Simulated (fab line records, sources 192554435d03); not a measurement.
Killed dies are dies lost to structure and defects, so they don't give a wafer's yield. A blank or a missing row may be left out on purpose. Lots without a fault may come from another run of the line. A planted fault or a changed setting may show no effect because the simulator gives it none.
Tool commonality check | flow n5_finfet | 12 lots, 34 wafers sampled

WHY IT WAS OPENED
At N5_BEOL_M13_OVL_MEAS_29 the reading M13_OVL is flagged on 3 of 12 lots. Wafers without a fault read 1 nm, standard deviation 6.8.
Rule: a lot is flagged when every wafer of it that has a number lies more than 4 standard deviations from that mean, or none has a number. The other lots count as sound.

lot  | measured     | on         | M13_OVL (nm), wafer by wafer | flag
L701 | day 11 19:31 | overlay-02 | -6 -8                        |
L703 | day 12 02:31 | overlay-01 | 2 6 4                        |
L704 | day 12 08:47 | overlay-02 | -4 1                         |
L707 | day 13 03:28 | overlay-02 | -7 -18 -2                    |
L708 | day 13 03:50 | overlay-01 | 8 9 9                        |
L715 | day 14 10:46 | overlay-01 | 34 31 36                     | FLAGGED
L716 | day 15 07:42 | overlay-01 | -4 3 10                      |
L714 | day 15 08:04 | overlay-02 | 33 33 33                     | FLAGGED
L717 | day 15 08:39 | overlay-02 | 36 43 39                     | FLAGGED
L723 | day 16 12:11 | overlay-02 | 7 5 2                        |
L722 | day 17 05:05 | overlay-01 | 1 -5 7                       |
L724 | day 17 14:27 | overlay-02 | 1 -1 4                       |
The numbers of the flagged lots are 35 nm on average: +34 nm against the usual, or +5 standard deviations.

WHICH TOOL RAN EACH LOT
The record holds 2 process steps before the reading, out of a route of 1938 steps. In each cell: the tool, then ch and the chambers that the sampled wafers went through, then the start.
lot  | flag    | N5_BEOL_M13_DESCUM_15              | N5_BEOL_M13_EXPOSE_25
L701 |         | rie_diel-01 ch 1,3, day 11 18:37   | krf_scanner-01 ch 0, day 11 19:19
L703 |         | rie_diel-02 ch 0,1, day 12 01:37   | krf_scanner-01 ch 0, day 12 02:19
L704 |         | rie_diel-03 ch 2,3, day 12 07:53   | krf_scanner-01 ch 0, day 12 08:35
L707 |         | rie_diel-03 ch 1,2,3, day 13 02:34 | krf_scanner-02 ch 0, day 13 03:16
L708 |         | rie_diel-02 ch 0,1, day 13 02:49   | krf_scanner-01 ch 0, day 13 03:38
L715 | FLAGGED | rie_diel-02 ch 0,1, day 14 09:50   | krf_scanner-01 ch 0, day 14 10:34
L716 |         | rie_diel-02 ch 1,2,3, day 15 06:46 | krf_scanner-02 ch 0, day 15 07:30
L714 | FLAGGED | rie_diel-01 ch 1,2,3, day 15 07:03 | krf_scanner-01 ch 0, day 15 07:52
L717 | FLAGGED | rie_diel-02 ch 1,2,3, day 15 07:46 | krf_scanner-01 ch 0, day 15 08:27
L723 |         | rie_diel-01 ch 0,1,3, day 16 11:10 | krf_scanner-02 ch 0, day 16 11:59
L722 |         | rie_diel-01 ch 0,1, day 17 04:12   | krf_scanner-02 ch 0, day 17 04:53
L724 |         | rie_diel-02 ch 0,1,3, day 17 13:34 | krf_scanner-02 ch 0, day 17 14:15
What these steps do:
- N5_BEOL_M13_DESCUM_15: chemistry O2, time 7.9 s.
- N5_BEOL_M13_EXPOSE_25: exposes mask M13, target cd 210 nm.
- N5_BEOL_M13_OVL_MEAS_29

FLAGGED OVER TOTAL, TOOL BY TOOL (the gauges that took the reading come last)
step                    | tool           | lots run | flagged | share of the flagged lots | sound lots run after its first flagged lot
N5_BEOL_M13_DESCUM_15   | rie_diel-01    | 4        | 1       | some                      | 2 (L723,L722)
N5_BEOL_M13_DESCUM_15   | rie_diel-02    | 6        | 2       | some                      | 2 (L716,L724)
N5_BEOL_M13_DESCUM_15   | rie_diel-03    | 2        | 0       | none                      | -
N5_BEOL_M13_EXPOSE_25   | krf_scanner-01 | 7        | 3       | all                       | 0
N5_BEOL_M13_EXPOSE_25   | krf_scanner-02 | 5        | 0       | none                      | -
N5_BEOL_M13_OVL_MEAS_29 | overlay-01     | 5        | 1       | some                      | 2 (L716,L722)
N5_BEOL_M13_OVL_MEAS_29 | overlay-02     | 7        | 2       | some                      | 2 (L723,L724)

WHAT THE TABLE ALLOWS
1 row of the table ran every flagged lot: krf_scanner-01 at N5_BEOL_M13_EXPOSE_25.
- krf_scanner-01 at N5_BEOL_M13_EXPOSE_25: 3 of its 7 lots flagged. Its last sound lot is L708 (day 13 03:38), its first flagged lot L715 (day 14 10:34): a fault that began between those two fits.
One tool is left: krf_scanner-01 at N5_BEOL_M13_EXPOSE_25.

WHAT THE SIMULATOR HAD PUT IN
Scanner matching overlay: krf_scanner-01, from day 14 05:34 on, at N5_BEOL_M13_EXPOSE_25. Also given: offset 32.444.
Lots struck among those shown: L715, L714, L717. The rule above found the same.
